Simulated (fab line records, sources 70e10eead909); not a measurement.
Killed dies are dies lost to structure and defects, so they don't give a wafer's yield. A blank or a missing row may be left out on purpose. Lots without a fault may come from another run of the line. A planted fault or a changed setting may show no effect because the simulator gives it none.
Which tool did it? | flow nand_harc | 24 lots, 72 wafers sampled, at 4 steps of a route of 1302

WHAT THE GAUGES READ, wafer by wafer
NHARC_A_CHANNEL_FILL_D1_THK_MEAS_06: measures by ellipsometry.
lot  | measured     | on            | thk_nm (nm)
L074 | day 10 09:28 | film_metro-01 | 5.4 3.1 5.9
L075 | day 10 21:35 | film_metro-02 | 5.0 5.4 5.1
L076 | day 11 06:00 | film_metro-02 | 5.4 5.2 3.3
L077 | day 11 05:59 | film_metro-01 | 3.9 3.5 3.6
L079 | day 12 14:29 | film_metro-01 | 5.4 5.4 5.0
L078 | day 12 14:29 | film_metro-02 | 4.2 5.2 5.2
L080 | day 13 11:46 | film_metro-02 | 5.1 5.8 3.2
L081 | day 14 02:14 | film_metro-02 | 5.8 5.8 4.8
L082 | day 14 02:16 | film_metro-01 | 5.3 4.4 3.2
L083 | day 14 02:14 | film_metro-01 | 6.1 3.6 5.7
L084 | day 14 09:10 | film_metro-02 | 6.0 4.7 5.9
L086 | day 14 23:09 | film_metro-02 | 4.0 6.5 5.1
L085 | day 15 06:55 | film_metro-01 | 4.9 5.1 6.1
L087 | day 16 02:22 | film_metro-01 | 5.0 5.4 6.3
L089 | day 16 06:46 | film_metro-01 | 4.7 4.0 4.5
L088 | day 16 06:46 | film_metro-02 | 5.4 3.9 4.3
L090 | day 17 16:58 | film_metro-02 | 5.5 7.6 4.0
L091 | day 17 13:35 | film_metro-01 | 4.3 5.0 6.7
L092 | day 18 02:52 | film_metro-02 | 5.2 5.5 4.2
L093 | day 18 02:52 | film_metro-01 | 5.4 4.4 6.5
L094 | day 19 06:50 | film_metro-02 | 4.6 5.9 3.3
L095 | day 19 06:50 | film_metro-02 | 5.5 4.2 5.6
L096 | day 19 16:29 | film_metro-02 | 5.4 3.6 5.9
L097 | day 20 04:05 | film_metro-01 | 5.4 4.5 5.1

NHARC_A_CHANNEL_HOLE_D2_OVL_MEAS_11.
lot  | measured     | on         | overlay_x_nm (nm) | overlay_y_nm (nm)
L074 | day 13 06:24 | overlay-02 | 0.2 -0.5 0.7      | 0.5 0.9 0.5
L075 | day 13 17:51 | overlay-02 | 0.6 0.7 0.5       | -0.7 -0.4 -1.0
L076 | day 14 00:49 | overlay-01 | -0.2 0.1 -0.5     | 0.5 0.5 0.5
L077 | day 14 02:07 | overlay-01 | 0.3 0.3 0.6       | 0.0 0.0 0.3
L079 | day 15 07:23 | overlay-01 | 0.2 0.5 -0.2      | 0.8 0.5 0.2
L078 | day 15 07:14 | overlay-02 | 0.9 0.8 0.3       | -0.2 -0.1 -0.3
L080 | day 16 01:34 | overlay-02 | -1.2 -1.8 -1.4    | -0.8 -0.7 -0.7
L081 | day 16 15:13 | overlay-01 | 0.6 0.6 -0.6      | 0.5 0.6 1.1
L082 | day 16 19:56 | overlay-01 | 0.6 -0.1 0.3      | -0.3 -0.5 -0.1
L083 | day 16 18:01 | overlay-01 | -0.1 -0.7 -0.4    | 0.0 -0.3 -0.2
L084 | day 17 01:07 | overlay-01 | 0.4 0.7 0.4       | 1.1 1.6 0.6
L086 | day 17 12:53 | overlay-02 | 0.9 1.0 0.5       | -1.1 -1.1 -1.2
L085 | day 18 03:14 | overlay-01 | 0.1 -0.8 0.3      | 0.8 0.6 0.6
L087 | day 19 05:11 | overlay-01 | -0.8 -1.3 -1.9    | 0.5 1.0 0.9
L089 | day 19 03:14 | overlay-01 | 0.8 0.4 0.5       | -1.5 -1.2 -1.4
L088 | day 19 04:18 | overlay-02 | 0.8 1.3 0.9       | -0.4 -0.1 0.0
L090 | day 20 04:02 | overlay-01 | -1.6 -1.2 -1.9    | 1.8 1.0 1.6
L091 | day 20 07:45 | overlay-01 | -0.2 -0.5 0.7     | -1.4 -1.5 -1.8
L092 | day 20 19:25 | overlay-02 | 0.4 0.1 0.2       | -1.0 -0.1 -0.8
L093 | day 20 19:13 | overlay-01 | -0.3 -0.5 0.5     | -0.5 -0.3 -1.0
L094 | day 21 23:58 | overlay-01 | -0.4 -0.9 -0.4    | 0.5 0.4 0.5
L095 | day 22 00:16 | overlay-02 | 0.4 -0.5 0.5      | 0.7 0.7 0.7
L096 | day 22 22:17 | overlay-01 | 1.2 0.6 1.2       | 1.6 1.8 1.6
L097 | day 22 21:32 | overlay-01 | -1.2 -1.3 -1.5    | 1.9 1.9 1.3

WHICH TOOL RAN EACH LOT (tool, then ch and the chambers of the sampled wafers, then the start)
lot  | NHARC_P_BONDPAD_DESCUM_11          | NHARC_P_BONDPAD_PVD_17
L074 | rie_diel-02 ch 0,1, day 6 15:40    | pvd_sputter-02, day 10 09:28 or earlier
L075 | rie_diel-05 ch 0,1,3, day 7 03:07  | pvd_sputter-01, day 10 21:35 or earlier
L076 | rie_diel-03 ch 0,2,3, day 7 15:01  | pvd_sputter-03, day 11 06:00 or earlier
L077 | rie_diel-02 ch 1,3, day 7 17:52    | pvd_sputter-01, day 11 05:59 or earlier
L079 | rie_diel-05 ch 1,2,3, day 8 17:39  | pvd_sputter-03, day 12 14:29 or earlier
L078 | rie_diel-02 ch 1,2, day 8 19:10    | pvd_sputter-03, day 12 14:29 or earlier
L080 | rie_diel-03 ch 1,2,3, day 9 13:56  | pvd_sputter-03, day 13 11:46 or earlier
L081 | rie_diel-03 ch 0,2,3, day 9 22:25  | pvd_sputter-03, day 14 02:14 or earlier
L082 | rie_diel-02 ch 1,2, day 9 23:17    | pvd_sputter-02, day 14 02:16 or earlier
L083 | rie_diel-05 ch 1,2,3, day 10 09:56 | pvd_sputter-02, day 14 02:14 or earlier
L084 | rie_diel-03 ch 0,2,3, day 10 18:36 | pvd_sputter-02, day 14 09:10 or earlier
L086 | rie_diel-03 ch 0,2,3, day 11 09:16 | pvd_sputter-03, day 14 23:09 or earlier
L085 | rie_diel-02 ch 0,1,3, day 11 15:06 | pvd_sputter-03, day 15 06:55 or earlier
L087 | rie_diel-05 ch 0,1,3, day 12 07:05 | pvd_sputter-01, day 16 02:22 or earlier
L089 | rie_diel-05 ch 1,2, day 12 16:52   | pvd_sputter-03, day 16 06:46 or earlier
L088 | rie_diel-05 ch 0,2, day 12 18:17   | pvd_sputter-03, day 16 06:46 or earlier
L090 | rie_diel-05 ch 0,2, day 13 13:50   | pvd_sputter-02, day 17 16:58 or earlier
L091 | rie_diel-05 ch 1,3, day 13 15:17   | pvd_sputter-03, day 17 13:35 or earlier
L092 | rie_diel-05 ch 0,2,3, day 14 02:50 | pvd_sputter-02, day 18 02:52 or earlier
L093 | rie_diel-03 ch 0,1, day 14 10:15   | pvd_sputter-02, day 18 02:52 or earlier
L094 | rie_diel-03 ch 0,2,3, day 15 07:10 | pvd_sputter-02, day 19 06:50 or earlier
L095 | rie_diel-05 ch 0,1,2, day 15 08:44 | pvd_sputter-03, day 19 06:50 or earlier
L096 | rie_diel-02 ch 0,1,2, day 15 23:16 | pvd_sputter-01, day 19 16:29 or earlier
L097 | rie_diel-05 ch 1,2,3, day 16 08:17 | pvd_sputter-02, day 20 04:05 or earlier
- NHARC_P_BONDPAD_DESCUM_11: chemistry O2, time 3 s.
- NHARC_P_BONDPAD_PVD_17: deposits TaN, target thk 5 nm, time 8.06 s.

WHAT THE TOOLS THEMSELVES READ (means of the sampled wafers that have a number; where no wafer has one, the mark that the record gives instead)
NHARC_P_BONDPAD_DESCUM_11.
lot  | tool        | chamber_pressure_mTorr (mTorr) | drypump_motor_current_A (A) | oes_product_au (a.u.) | rf_vpp_V (V) | showerhead_plenum_p_Torr (Torr) | throttle_valve_pct (%)
L074 | rie_diel-02 | 60.03                          | 5.4                         | 0.992                 | 58.1         | 1.88                            | 11.312
L075 | rie_diel-05 | 59.97                          | 5.6                         | 0.996                 | 57.4         | 1.88                            | 11.313
L076 | rie_diel-03 | 59.97                          | 5.8                         | 0.995                 | 58.4         | 1.90                            | 11.311
L077 | rie_diel-02 | 59.98                          | 6.3                         | 0.996                 | 57.7         | 1.99                            | 11.301
L079 | rie_diel-05 | 60.01                          | 5.3                         | 1.005                 | 57.4         | 1.93                            | 11.304
L078 | rie_diel-02 | 60.05                          | 5.3                         | 0.993                 | 57.5         | 1.93                            | 11.322
L080 | rie_diel-03 | 59.98                          | 6.0                         | 0.998                 | 57.0         | 1.89                            | 11.309
L081 | rie_diel-03 | 60.03                          | 5.9                         | 0.991                 | 57.6         | 1.90                            | 11.310
L082 | rie_diel-02 | 59.99                          | 5.3                         | 0.999                 | 58.3         | 1.93                            | 11.310
L083 | rie_diel-05 | 60.02                          | 5.3                         | 0.995                 | 58.1         | 1.93                            | 11.314
L084 | rie_diel-03 | 59.96                          | 5.9                         | 0.999                 | 58.0         | 1.90                            | 11.314
L086 | rie_diel-03 | 59.97                          | 5.8                         | 0.991                 | 57.3         | 1.90                            | 11.313
L085 | rie_diel-02 | 60.00                          | 5.8                         | 1.002                 | 57.7         | 1.94                            | 11.304
L087 | rie_diel-05 | 60.01                          | 5.6                         | 0.997                 | 57.7         | 1.88                            | 11.308
L089 | rie_diel-05 | 60.02                          | 5.3                         | 0.998                 | 57.6         | 2.00                            | 11.310
L088 | rie_diel-05 | 60.02                          | 6.0                         | 0.996                 | 58.5         | 1.93                            | 11.309
L090 | rie_diel-05 | 59.97                          | 6.0                         | 0.993                 | 58.1         | 1.93                            | 11.314
L091 | rie_diel-05 | 59.96                          | 5.3                         | 0.999                 | 57.1         | 1.87                            | 11.305
L092 | rie_diel-05 | 59.94                          | 5.8                         | 0.988                 | 57.3         | 1.91                            | 11.307
L093 | rie_diel-03 | 59.98                          | 5.9                         | 0.993                 | 57.5         | 1.93                            | 11.317
L094 | rie_diel-03 | 60.00                          | 5.8                         | 1.001                 | 57.5         | 1.90                            | 11.312
L095 | rie_diel-05 | 60.03                          | 5.6                         | 0.997                 | 58.3         | 1.95                            | 11.308
L096 | rie_diel-02 | 60.05                          | 5.3                         | 1.004                 | 58.3         | 1.91                            | 11.314
L097 | rie_diel-05 | 59.97                          | 5.3                         | 0.998                 | 58.1         | 1.93                            | 11.321

NHARC_P_BONDPAD_PVD_17.
lot  | tool           | chamber_pressure_pa (Pa) | throttle_valve_pct (%)
L074 | pvd_sputter-02 | 0.12001                  | 28.8
L075 | pvd_sputter-01 | 0.12024                  | 30.4
L076 | pvd_sputter-03 | 0.11971                  | 29.4
L077 | pvd_sputter-01 | 0.12021                  | 30.3
L079 | pvd_sputter-03 | 0.11995                  | 29.3
L078 | pvd_sputter-03 | 0.11991                  | 29.4
L080 | pvd_sputter-03 | 0.11995                  | 29.1
L081 | pvd_sputter-03 | 0.12015                  | 29.1
L082 | pvd_sputter-02 | 0.11985                  | 29.4
L083 | pvd_sputter-02 | 0.12022                  | 28.8
L084 | pvd_sputter-02 | 0.12015                  | 28.4
L086 | pvd_sputter-03 | 0.12021                  | 28.8
L085 | pvd_sputter-03 | 0.12002                  | 29.5
L087 | pvd_sputter-01 | 0.12007                  | 30.2
L089 | pvd_sputter-03 | 0.12026                  | 28.7
L088 | pvd_sputter-03 | 0.11975                  | 28.9
L090 | pvd_sputter-02 | 0.12014                  | 30.0
L091 | pvd_sputter-03 | 0.11991                  | 29.3
L092 | pvd_sputter-02 | 0.12003                  | 28.6
L093 | pvd_sputter-02 | 0.12012                  | 28.5
L094 | pvd_sputter-02 | 0.11991                  | 29.3
L095 | pvd_sputter-03 | 0.12007                  | 29.2
L096 | pvd_sputter-01 | 0.11994                  | 30.0
L097 | pvd_sputter-02 | 0.11991                  | 28.5

THE ANSWER, worked out from the rows above alone
Rule: what is usual is taken from the lots themselves. Put in order of their means at a reading, lots are off if they are a third of the lots or fewer, leave a main group of 4 or more, and stand apart from it by a gap of 3 or more times the standard deviation of the main group's means; of several such gaps the widest counts. A main group whose means are all the same, to the digits that the tables above print for the reading, isn't used. A lot without any number at a reading at which 4 lots or more have one is off too. The other lots that the step has rows for count as sound. The gauges are gone through in route order, then the tools' own readings, and for those a lot's mean is taken as printed above. The first step at which some lot is off is used, and at that step the reading that is off furthest; a lot without a number counts as furthest.
No lot is off at any reading shown: from this, nothing can be told.

WHAT THE SIMULATOR HAD PUT IN
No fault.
